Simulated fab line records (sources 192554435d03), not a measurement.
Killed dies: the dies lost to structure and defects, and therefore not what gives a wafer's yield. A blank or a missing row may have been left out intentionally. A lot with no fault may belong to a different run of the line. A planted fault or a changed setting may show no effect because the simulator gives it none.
Which tool is to blame? + flow n5 finfet + 24 lots, 72 wafers sampled, at 6 steps of a route of 1938

== WHAT THE GAUGES READ, wafer by wafer ==
The record holds no reading of a measuring or inspecting step that can be judged against a usual standard deviation.

== EACH LOT AND THE TOOL THAT RAN IT (in order: tool; ch and the chambers of the sampled wafers; start) ==
| lot  | N5_BEOL_M4_ANNEAL_87         | N5_BEOL_M4_ANNEAL_93         | N5_BEOL_M4_CO_CAP_55             | N5_BEOL_M4_DEP_57               | N5_BEOL_M5_HM_DEP_02         | N5_BEOL_M5_DESCUM_16               |
|------|------------------------------|------------------------------|----------------------------------|---------------------------------|------------------------------|------------------------------------|
| L074 | pvd sputter-02, day 8 06:18  | pvd sputter-02, day 8 06:58  | cvd co-01 ch 0,1,2, day 8 08:11  | pecvd-03 ch 0,1,2, day 8 08:18  | pvd sputter-01, day 8 10:53  | rie diel-05 ch 1,2, day 8 11:32    |
| L075 | pvd sputter-03, day 8 17:28  | pvd sputter-03, day 8 18:07  | cvd co-02 ch 0,1, day 8 19:25    | pecvd-03 ch 0,1,2, day 8 19:35  | pvd sputter-01, day 8 22:57  | rie diel-06 ch 0,1,3, day 9 00:19  |
| L076 | pvd sputter-01, day 9 00:35  | pvd sputter-01, day 9 01:14  | cvd co-02 ch 0,1, day 9 02:31    | pecvd-03 ch 0,2, day 9 02:38    | pvd sputter-01, day 9 05:43  | rie diel-05 ch 2,3, day 9 06:23    |
| L077 | pvd sputter-02, day 9 00:52  | pvd sputter-02, day 9 01:31  | cvd co-01 ch 0,1,2, day 9 02:58  | pecvd-03 ch 0,2, day 9 03:05    | pvd sputter-03, day 9 05:44  | rie diel-02 ch 1,2,3, day 9 06:31  |
| L078 | pvd sputter-02, day 9 02:42  | pvd sputter-02, day 9 03:22  | cvd co-01 ch 1,2, day 9 04:41    | pecvd-04 ch 0,1, day 9 04:47    | pvd sputter-01, day 9 08:50  | rie diel-05 ch 0,1,3, day 9 09:41  |
| L079 | pvd sputter-03, day 9 09:24  | pvd sputter-03, day 9 10:04  | cvd co-01 ch 0,2, day 9 11:17    | pecvd-02 ch 0,1, day 9 11:25    | pvd sputter-02, day 9 14:25  | rie diel-06 ch 1,2,3, day 9 15:03  |
| L083 | pvd sputter-02, day 10 12:36 | pvd sputter-02, day 10 13:16 | cvd co-02 ch 1,2, day 10 14:33   | pecvd-03 ch 0,1, day 10 14:40   | pvd sputter-01, day 10 18:41 | rie diel-05 ch 0,3, day 10 19:43   |
| L081 | pvd sputter-01, day 10 13:01 | pvd sputter-01, day 10 13:41 | cvd co-01 ch 0,1,2, day 10 14:56 | pecvd-03 ch 0,1,2, day 10 15:02 | pvd sputter-03, day 10 18:42 | rie diel-06 ch 0,1,3, day 10 19:50 |
| L082 | pvd sputter-02, day 10 16:59 | pvd sputter-02, day 10 17:38 | cvd co-02 ch 0,1, day 10 18:52   | pecvd-03 ch 0,1,2, day 10 18:59 | pvd sputter-02, day 10 20:58 | rie diel-02 ch 1,2,3, day 10 21:28 |
| L080 | pvd sputter-02, day 10 18:49 | pvd sputter-02, day 10 19:29 | cvd co-01 ch 0,2, day 10 20:54   | pecvd-02 ch 0,1, day 10 21:01   | pvd sputter-03, day 11 01:14 | rie diel-05 ch 0,2, day 11 02:00   |
| L084 | pvd sputter-02, day 11 00:16 | pvd sputter-02, day 11 00:55 | cvd co-02 ch 0,1,2, day 11 02:11 | pecvd-03 ch 0,1,2, day 11 02:17 | pvd sputter-01, day 11 07:50 | rie diel-02 ch 2,3, day 11 08:29   |
| L085 | pvd sputter-03, day 11 03:14 | pvd sputter-03, day 11 03:54 | cvd co-01 ch 1,2, day 11 05:26   | pecvd-03 ch 0,1, day 11 05:33   | pvd sputter-01, day 11 08:15 | rie diel-02 ch 0,1,2, day 11 09:04 |
| L086 | pvd sputter-02, day 11 20:20 | pvd sputter-02, day 11 21:00 | cvd co-02 ch 0,2, day 11 22:23   | pecvd-03 ch 1,2, day 11 22:31   | pvd sputter-02, day 12 00:18 | rie diel-06 ch 1,2,3, day 12 00:49 |
| L091 | pvd sputter-03, day 12 00:53 | pvd sputter-03, day 13 03:08 | cvd co-01 ch 0,2, day 13 04:22   | pecvd-04 ch 0,2, day 13 04:28   | pvd sputter-01, day 13 06:27 | rie diel-02 ch 1,2,3, day 13 07:05 |
| L090 | pvd sputter-02, day 12 01:11 | pvd sputter-02, day 12 01:50 | cvd co-01 ch 1,2, day 12 03:04   | pecvd-04 ch 0,2, day 12 03:11   | pvd sputter-01, day 12 04:58 | rie diel-06 ch 0,1,3, day 12 05:34 |
| L087 | pvd sputter-02, day 12 16:15 | pvd sputter-02, day 12 16:55 | cvd co-02 ch 0,1,2, day 12 18:13 | pecvd-02 ch 0,2, day 12 18:20   | pvd sputter-01, day 12 20:16 | rie diel-02 ch 0,2,3, day 12 20:58 |
| L088 | pvd sputter-01, day 12 21:13 | pvd sputter-01, day 12 21:53 | cvd co-02 ch 0,2, day 12 23:06   | pecvd-02 ch 0,2, day 12 23:13   | pvd sputter-01, day 13 02:39 | rie diel-06 ch 1,2, day 13 03:39   |
| L089 | pvd sputter-01, day 13 01:31 | pvd sputter-01, day 13 02:10 | cvd co-01 ch 0,1,2, day 13 03:25 | pecvd-02 ch 0,1,2, day 13 03:32 | pvd sputter-03, day 13 06:21 | rie diel-05 ch 0,1, day 13 06:52   |
| L092 | pvd sputter-03, day 13 23:22 | pvd sputter-03, day 14 00:01 | cvd co-01 ch 0,1,2, day 14 01:18 | pecvd-04 ch 0,1,2, day 14 01:25 | pvd sputter-03, day 14 03:42 | rie diel-05 ch 1,2,3, day 14 04:13 |
| L094 | pvd sputter-03, day 14 16:05 | pvd sputter-03, day 14 16:45 | cvd co-01 ch 0,1,2, day 14 17:58 | pecvd-03 ch 0,1, day 14 18:05   | pvd sputter-03, day 14 20:10 | rie diel-02 ch 0,1,3, day 14 20:49 |
| L097 | pvd sputter-03, day 14 18:27 | pvd sputter-03, day 14 19:07 | cvd co-02 ch 0,1, day 14 20:41   | pecvd-04 ch 0,1, day 14 20:48   | pvd sputter-03, day 14 23:19 | rie diel-06 ch 1,3, day 14 23:57   |
| L093 | pvd sputter-01, day 14 18:42 | pvd sputter-01, day 14 19:22 | cvd co-02 ch 0,2, day 14 20:54   | pecvd-04 ch 0,2, day 14 21:01   | pvd sputter-03, day 14 23:35 | rie diel-05 ch 0,1,3, day 15 00:14 |
| L096 | pvd sputter-03, day 14 22:05 | pvd sputter-03, day 14 22:45 | cvd co-02 ch 0,1,2, day 15 01:24 | pecvd-02 ch 0,1,2, day 15 01:31 | pvd sputter-02, day 15 03:47 | rie diel-05 ch 0,1,3, day 15 04:25 |
| L095 | pvd sputter-01, day 14 23:23 | pvd sputter-01, day 15 00:02 | cvd co-02 ch 1,2, day 15 01:46   | pecvd-04 ch 0,2, day 15 01:53   | pvd sputter-02, day 15 03:53 | rie diel-02 ch 0,3, day 15 04:31   |
- N5_BEOL_M4_ANNEAL_87: time 240 s.
- N5_BEOL_M4_ANNEAL_93: time 240 s.
- N5_BEOL_M4_CO_CAP_55: material Co, precursor CCTBA/H2, target thk 2 nm, time 102.1 s.
- N5_BEOL_M4_DEP_57: deposits SiCN from 3MS/NH3, target thk 8 nm, time 14 s.
- N5_BEOL_M5_HM_DEP_02: deposits TiN, target thk 20 nm.
- N5_BEOL_M5_DESCUM_16: chemistry O2, time 7 s.

== AS READ BY THE TOOLS THEMSELVES (means over the sampled wafers that have a number; for cases with no such wafer, the mark the record gives instead) ==
N5_BEOL_M4_ANNEAL_87. Usual: 850 W for heater power w, sd 62.
| lot  | tool           | heater power w (W) | flag |
|------|----------------|--------------------|------|
| L074 | pvd sputter-02 | 815                |      |
| L075 | pvd sputter-03 | 824                |      |
| L076 | pvd sputter-01 | 817                |      |
| L077 | pvd sputter-02 | 866                |      |
| L078 | pvd sputter-02 | 930                |      |
| L079 | pvd sputter-03 | 839                |      |
| L083 | pvd sputter-02 | 802                |      |
| L081 | pvd sputter-01 | 863                |      |
| L082 | pvd sputter-02 | 896                |      |
| L080 | pvd sputter-02 | 903                |      |
| L084 | pvd sputter-02 | 935                |      |
| L085 | pvd sputter-03 | 858                |      |
| L086 | pvd sputter-02 | 873                |      |
| L091 | pvd sputter-03 | 827                |      |
| L090 | pvd sputter-02 | 818                |      |
| L087 | pvd sputter-02 | 816                |      |
| L088 | pvd sputter-01 | 853                |      |
| L089 | pvd sputter-01 | 883                |      |
| L092 | pvd sputter-03 | 860                |      |
| L094 | pvd sputter-03 | 836                |      |
| L097 | pvd sputter-03 | 827                |      |
| L093 | pvd sputter-01 | 851                |      |
| L096 | pvd sputter-03 | 850                |      |
| L095 | pvd sputter-01 | 843                |      |

N5_BEOL_M4_ANNEAL_93. Usual: 853 W for heater power w, sd 62.
| lot  | tool           | heater power w (W) | flag |
|------|----------------|--------------------|------|
| L074 | pvd sputter-02 | 806                |      |
| L075 | pvd sputter-03 | 838                |      |
| L076 | pvd sputter-01 | 824                |      |
| L077 | pvd sputter-02 | 878                |      |
| L078 | pvd sputter-02 | 945                |      |
| L079 | pvd sputter-03 | 859                |      |
| L083 | pvd sputter-02 | 799                |      |
| L081 | pvd sputter-01 | 854                |      |
| L082 | pvd sputter-02 | 891                |      |
| L080 | pvd sputter-02 | 890                |      |
| L084 | pvd sputter-02 | 951                |      |
| L085 | pvd sputter-03 | 856                |      |
| L086 | pvd sputter-02 | 878                |      |
| L091 | pvd sputter-03 | 848                |      |
| L090 | pvd sputter-02 | 831                |      |
| L087 | pvd sputter-02 | 827                |      |
| L088 | pvd sputter-01 | 850                |      |
| L089 | pvd sputter-01 | 872                |      |
| L092 | pvd sputter-03 | 854                |      |
| L094 | pvd sputter-03 | 839                |      |
| L097 | pvd sputter-03 | 833                |      |
| L093 | pvd sputter-01 | 850                |      |
| L096 | pvd sputter-03 | 849                |      |
| L095 | pvd sputter-01 | 852                |      |

N5_BEOL_M4_CO_CAP_55. Usual: 244 W for heater power w, sd 28.
| lot  | tool      | heater power w (W) | flag |
|------|-----------|--------------------|------|
| L074 | cvd co-01 | 229                |      |
| L075 | cvd co-02 | 275                |      |
| L076 | cvd co-02 | 270                |      |
| L077 | cvd co-01 | 229                |      |
| L078 | cvd co-01 | 235                |      |
| L079 | cvd co-01 | 222                |      |
| L083 | cvd co-02 | 265                |      |
| L081 | cvd co-01 | 233                |      |
| L082 | cvd co-02 | 266                |      |
| L080 | cvd co-01 | 224                |      |
| L084 | cvd co-02 | 258                |      |
| L085 | cvd co-01 | 215                |      |
| L086 | cvd co-02 | 248                |      |
| L091 | cvd co-01 | 226                |      |
| L090 | cvd co-01 | 236                |      |
| L087 | cvd co-02 | 258                |      |
| L088 | cvd co-02 | 241                |      |
| L089 | cvd co-01 | 231                |      |
| L092 | cvd co-01 | 231                |      |
| L094 | cvd co-01 | 233                |      |
| L097 | cvd co-02 | 267                |      |
| L093 | cvd co-02 | 239                |      |
| L096 | cvd co-02 | 254                |      |
| L095 | cvd co-02 | 248                |      |

N5_BEOL_M4_DEP_57. Usual: showerhead plenum p Torr 3.658 Torr, standard deviation 0.012; throttle valve pct 9.1 %, standard deviation 0.33.
| lot  | tool     | showerhead plenum p Torr (Torr) | throttle valve pct (%) | flag |
|------|----------|---------------------------------|------------------------|------|
| L074 | pecvd-03 | 3.668                           | 9.1                    |      |
| L075 | pecvd-03 | 3.666                           | 9.1                    |      |
| L076 | pecvd-03 | 3.661                           | 9.0                    |      |
| L077 | pecvd-03 | 3.667                           | 9.0                    |      |
| L078 | pecvd-04 | 3.646                           | 9.1                    |      |
| L079 | pecvd-02 | 3.659                           | 9.2                    |      |
| L083 | pecvd-03 | 3.666                           | 9.2                    |      |
| L081 | pecvd-03 | 3.667                           | 9.1                    |      |
| L082 | pecvd-03 | 3.669                           | 9.2                    |      |
| L080 | pecvd-02 | 3.663                           | 8.9                    |      |
| L084 | pecvd-03 | 3.662                           | 9.1                    |      |
| L085 | pecvd-03 | 3.657                           | 9.5                    |      |
| L086 | pecvd-03 | 3.666                           | 9.4                    |      |
| L091 | pecvd-04 | 3.642                           | 9.2                    |      |
| L090 | pecvd-04 | 3.654                           | 9.3                    |      |
| L087 | pecvd-02 | 3.653                           | 9.2                    |      |
| L088 | pecvd-02 | 3.652                           | 8.9                    |      |
| L089 | pecvd-02 | 3.658                           | 8.9                    |      |
| L092 | pecvd-04 | 3.650                           | 9.2                    |      |
| L094 | pecvd-03 | 3.668                           | 9.5                    |      |
| L097 | pecvd-04 | 3.646                           | 9.2                    |      |
| L093 | pecvd-04 | 3.647                           | 9.1                    |      |
| L096 | pecvd-02 | 3.660                           | 8.9                    |      |
| L095 | pecvd-04 | 3.656                           | 9.3                    |      |

N5_BEOL_M5_HM_DEP_02. Usual: 29.3 % for throttle valve pct, sd 0.96.
| lot  | tool           | throttle valve pct (%) | flag |
|------|----------------|------------------------|------|
| L074 | pvd sputter-01 | 29.6                   |      |
| L075 | pvd sputter-01 | 29.4                   |      |
| L076 | pvd sputter-01 | 29.3                   |      |
| L077 | pvd sputter-03 | 29.4                   |      |
| L078 | pvd sputter-01 | 29.6                   |      |
| L079 | pvd sputter-02 | 29.2                   |      |
| L083 | pvd sputter-01 | 29.2                   |      |
| L081 | pvd sputter-03 | 29.9                   |      |
| L082 | pvd sputter-02 | 29.8                   |      |
| L080 | pvd sputter-03 | 29.7                   |      |
| L084 | pvd sputter-01 | 29.1                   |      |
| L085 | pvd sputter-01 | 29.6                   |      |
| L086 | pvd sputter-02 | 29.2                   |      |
| L091 | pvd sputter-01 | 29.5                   |      |
| L090 | pvd sputter-01 | 29.1                   |      |
| L087 | pvd sputter-01 | 29.7                   |      |
| L088 | pvd sputter-01 | 29.7                   |      |
| L089 | pvd sputter-03 | 29.9                   |      |
| L092 | pvd sputter-03 | 29.6                   |      |
| L094 | pvd sputter-03 | 29.9                   |      |
| L097 | pvd sputter-03 | 29.6                   |      |
| L093 | pvd sputter-03 | 29.6                   |      |
| L096 | pvd sputter-02 | 27.3                   |      |
| L095 | pvd sputter-02 | 28.1                   |      |

N5_BEOL_M5_DESCUM_16. Usual: for bias power w, 19.99 W with a standard deviation of 0.056; for drypump motor current A, 6.0 A with a standard deviation of 0.5; for oes product au, 0.75 a.u. with a standard deviation of 0.084; for rf vpp V, 243.0 V with a standard deviation of 1.2; for showerhead plenum p Torr, 2.07 Torr with a standard deviation of 0.065; for temp c, 40.01 C with a standard deviation of 0.12; for throttle valve pct, 20.46 % with a standard deviation of 0.24.
| lot  | tool        | bias power w (W) | drypump motor current A (A) | oes product au (a.u.) | rf vpp V (V) | showerhead plenum p Torr (Torr) | temp c (C) | throttle valve pct (%) | flag |
|------|-------------|------------------|-----------------------------|-----------------------|--------------|---------------------------------|------------|------------------------|------|
| L074 | rie diel-05 | 20.07            | 6.0                         | 0.70                  | 242.1        | 2.01                            | 39.85      | 20.54                  |      |
| L075 | rie diel-06 | 20.01            | 6.0                         | 0.80                  | 242.9        | 2.11                            | 39.91      | 20.36                  |      |
| L076 | rie diel-05 | 19.94            | 6.2                         | 0.71                  | 243.3        | 2.08                            | 39.93      | 20.44                  |      |
| L077 | rie diel-02 | 19.92            | 6.0                         | 0.73                  | 243.7        | 2.08                            | 40.08      | 20.53                  |      |
| L078 | rie diel-05 | 19.97            | 5.6                         | 0.79                  | 243.1        | 2.07                            | 40.03      | 20.33                  |      |
| L079 | rie diel-06 | 19.98            | 6.0                         | 0.73                  | 242.2        | 2.06                            | 39.97      | 20.52                  |      |
| L083 | rie diel-05 | 20.03            | 5.4                         | 0.78                  | 244.3        | 2.10                            | 40.02      | 20.29                  |      |
| L081 | rie diel-06 | 20.02            | 5.9                         | 0.79                  | 243.4        | 2.11                            | 39.92      | 20.36                  |      |
| L082 | rie diel-02 | 19.98            | 6.0                         | 0.72                  | 242.8        | 2.08                            | 40.13      | 20.55                  |      |
| L080 | rie diel-05 | 19.99            | 6.2                         | 0.83                  | 243.6        | 2.11                            | 40.08      | 20.13                  |      |
| L084 | rie diel-02 | 20.03            | 6.0                         | 0.71                  | 242.6        | 2.04                            | 40.07      | 20.55                  |      |
| L085 | rie diel-02 | 20.03            | 6.0                         | 0.70                  | 243.6        | 2.11                            | 39.95      | 20.59                  |      |
| L086 | rie diel-06 | 20.04            | 6.0                         | 0.71                  | 242.8        | 2.05                            | 39.90      | 20.54                  |      |
| L091 | rie diel-02 | 19.97            | 6.0                         | 0.71                  | 242.5        | 2.07                            | 40.04      | 20.58                  |      |
| L090 | rie diel-06 | 19.98            | 5.9                         | 0.78                  | 243.7        | 2.10                            | 40.05      | 20.38                  |      |
| L087 | rie diel-02 | 20.04            | 6.3                         | 0.72                  | 242.7        | 2.05                            | 39.91      | 20.65                  |      |
| L088 | rie diel-06 | 19.99            | 6.1                         | 0.73                  | 241.8        | 2.00                            | 40.04      | 20.37                  |      |
| L089 | rie diel-05 | 19.99            | 5.9                         | 0.80                  | 243.0        | 2.08                            | 40.00      | 20.20                  |      |
| L092 | rie diel-05 | 20.01            | 5.9                         | 0.76                  | 242.4        | 2.04                            | 40.07      | 20.43                  |      |
| L094 | rie diel-02 | 20.01            | 6.2                         | 0.71                  | 243.4        | 2.08                            | 39.88      | 20.68                  |      |
| L097 | rie diel-06 | 20.01            | 5.7                         | 0.72                  | 242.1        | 2.05                            | 40.07      | 20.39                  |      |
| L093 | rie diel-05 | 19.94            | 5.6                         | 0.73                  | 242.2        | 2.05                            | 39.97      | 20.39                  |      |
| L096 | rie diel-05 | 19.96            | 5.6                         | 0.74                  | 243.0        | 2.05                            | 39.98      | 20.41                  |      |
| L095 | rie diel-02 | 20.03            | 6.5                         | 0.73                  | 241.7        | 2.03                            | 40.17      | 20.75                  |      |

== THE ANSWER, worked out from the rows above alone ==
Rule: a lot is off if the mean of its wafers that have a number lies more than 3 standard deviations from the usual mean. Also off: a lot with no number at a reading for which 4 or more lots have one. The other lots that the step has rows for count as sound. The gauges are gone through in route order, then the tools' own readings, and for those a lot's mean is taken as printed above. The first step at which some lot is off is used, and at that step the reading that is off furthest; a lot without a number counts as furthest.
Nothing can be told from this: no lot is off at any reading shown.

== WHAT THE SIMULATOR HAD INSERTED ==
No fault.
